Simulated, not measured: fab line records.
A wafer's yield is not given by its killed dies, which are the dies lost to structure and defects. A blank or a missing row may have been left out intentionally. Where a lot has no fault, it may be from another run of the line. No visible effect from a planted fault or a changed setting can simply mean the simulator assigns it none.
Chamber matching	flow n5Finfet	N5_ZERO_LAYER_PECVD_02 on pecvd-01: 3 sister chambers
The step deposits SiO2 from SiH4/N2O, target thk 10 nm, time 6 s. 3 wafers are shown with their chamber, then 9 later ones without.

WAFERS PAIRED WITH THEIR CHAMBERS
wafer	chamber	showerheadPlenumPTorr (Torr)
L087.3	1	8.04
L087.4	2	8.10
L087.6	0	7.79

WAFERS WITHOUT THEIR CHAMBER
wafer	showerheadPlenumPTorr (Torr)
L090.3	8.08
L090.4	8.09
L090.6	8.02
L096.2	8.03
L096.3	7.82
L096.4	8.10
L097.1	8.05
L097.2	8.10
L097.6	7.83

WHICH CHAMBER EACH WENT THROUGH
wafer	from the rows above	in truth
L090.3	can't be placed: 2 or 1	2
L090.4	2	2
L090.6	1	1
L096.2	1	1
L096.3	0	0
L096.4	2	2
L097.1	can't be placed: 1 or 2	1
L097.2	2	2
L097.6	0	0
Correct placement for 7 of the 9. Cannot be placed on the basis of these rows: 2; the candidates contain the true chamber in 2. Wrongly placed: 0.
How it was worked out, from the rows above alone: a wafer's distance from a chamber is the root of the sum, over the readings, of the square of ((its reading less the chamber's mean) divided by the reading's scatter). The wafer belongs to the nearest chamber; if the next one is less than 2 further off, it can't be placed. A chamber's mean is the mean of its shown wafers. The scatter (one wafer shown for each chamber): square how far every hidden wafer sits from the nearest shown wafer, average those squares and take the square root.
